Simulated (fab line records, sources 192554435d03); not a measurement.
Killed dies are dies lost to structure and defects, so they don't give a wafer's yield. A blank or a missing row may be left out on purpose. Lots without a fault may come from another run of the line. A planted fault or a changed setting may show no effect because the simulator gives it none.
Split-lot experiment | flow n5_finfet | 7 lots, 21 wafers read, on a route of 1938 steps

THE SPLIT
At N5_BEOL_M0_SAQP_EXPOSE_37 (exposes mask M0 CUT1, target cd 30 nm), the setting dose_mj was moved away from the recipe's 44.75 on 6 of the 21 wafers read, by -6.5% to +3.1%. The other wafers ran this setting at the recipe's value.

FROM THE SPLIT TO THE READING: what the file shows between them, 2 steps
- N5_BEOL_M0_SAQP_PEB_38: peb time 60 s
- N5_BEOL_M0_SAQP_DEVELOP_39: develop time 30 s

THE READING
cd_nm, in nm, at N5_BEOL_M0_SAQP_CD_MEAS_40 (target cd 30 nm). Fault-free wafers of this fab line usually give 29.95 nm, standard deviation 0.22 nm.

wafer  | tool, chamber at the split | dose_mj as run | against the recipe | cd_nm, nm | against lot-mates on the recipe
L074.3 | euv_scanner-01, 0          | 44.75          | recipe             | 30.01     | -
L074.4 | euv_scanner-01, 0          | 41.84          | -6.5%              | 28.70     | -1.56
L074.5 | euv_scanner-01, 0          | 44.75          | recipe             | 30.50     | -
L080.1 | euv_scanner-01, 0          | 42.61          | -4.8%              | 28.95     | -1.23
L080.2 | euv_scanner-01, 0          | 44.75          | recipe             | 30.18     | -
L080.3 | euv_scanner-01, 0          | 42.61          | -4.8%              | 28.90     | -1.28
L083.1 | euv_scanner-02, 0          | 44.75          | recipe             | 29.97     | -
L083.4 | euv_scanner-02, 0          | 44.75          | recipe             | 30.11     | -
L083.6 | euv_scanner-02, 0          | 44.75          | recipe             | 29.58     | -
L087.2 | euv_scanner-01, 0          | 44.75          | recipe             | 30.17     | -
L087.4 | euv_scanner-01, 0          | 44.75          | recipe             | 29.70     | -
L087.6 | euv_scanner-01, 0          | 45.77          | +2.3%              | 30.20     | +0.26
L090.3 | euv_scanner-01, 0          | 44.75          | recipe             | 29.67     | -
L090.4 | euv_scanner-01, 0          | 44.75          | recipe             | 29.49     | -
L090.6 | euv_scanner-01, 0          | 44.75          | recipe             | 29.99     | -
L091.1 | euv_scanner-01, 0          | 44.75          | recipe             | 29.94     | -
L091.5 | euv_scanner-01, 0          | 44.75          | recipe             | 29.64     | -
L091.6 | euv_scanner-01, 0          | 44.75          | recipe             | 29.93     | -
L094.1 | euv_scanner-01, 0          | 44.75          | recipe             | 29.68     | -
L094.3 | euv_scanner-01, 0          | 46.12          | +3.1%              | 30.68     | +1.00
L094.4 | euv_scanner-01, 0          | 46.12          | +3.1%              | 30.41     | +0.73

THE FIT
A straight line over all 21 wafers: cd_nm changes by +0.194 nm for each +1% of dose_mj; r = +0.89; the points scatter about the line by 0.24 nm.
The same after taking each lot's own level away (the mean of its wafers on the recipe; 21 wafers): +0.25 nm for each +1%; r = +0.95; scatter 0.2 nm.
On that fit, the largest move of dose_mj shifts the reading by 1.6 nm.
The lots' own levels span 29.680 to 30.255 nm, that is 2.6 times the standard deviation above.
So the lot-to-lot level changes the slope: the two fits differ.
Check: with one of the wafers moved furthest among these (-6.5%) left out of the fit, the line predicts -1.68 nm for it against its lot-mates. It came out at -1.56 nm against them.

OTHER SPLITS ON THESE WAFERS
These wafers also went through other splits before the reading. Each is held against what the fit with the lots' levels taken away leaves over:
other split on the same wafers           | wafers away from the commonest value | r with cd_nm (lot level and that fit taken away)
N5_MOL_CONTACT_COAG_CVD_140 target_thk_a | 10                                   | +0.33
N5_BEOL_M0_SAQP_PECVD_03 time_s          | 5                                    | +0.40
N5_BEOL_M0_SAQP_COAT_69 spin_rpm         | 10                                   | +0.24

THE WHOLE CHAIN: every reading that the file lists as answering this split, in the file's order
step                       | what it does           | reading                                                             | change (the file's fit)               | r (the file's)
N5_BEOL_M0_SAQP_CD_MEAS_40 | target cd 30 nm        | cd_nm                                                               | +0.243 nm for each +1% of the setting | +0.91
N5_BEOL_M0_SAQP_DESCUM_45  | chemistry O2, time 7 s | BEOL_M0_SAQP.cd_nm (the simulator's own value, which no gauge read) | +0.216 nm for each +1% of the setting | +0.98

THE FILE'S OWN FIT
cd_nm changes by +0.243 nm for each +1% of dose_mj, r = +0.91.
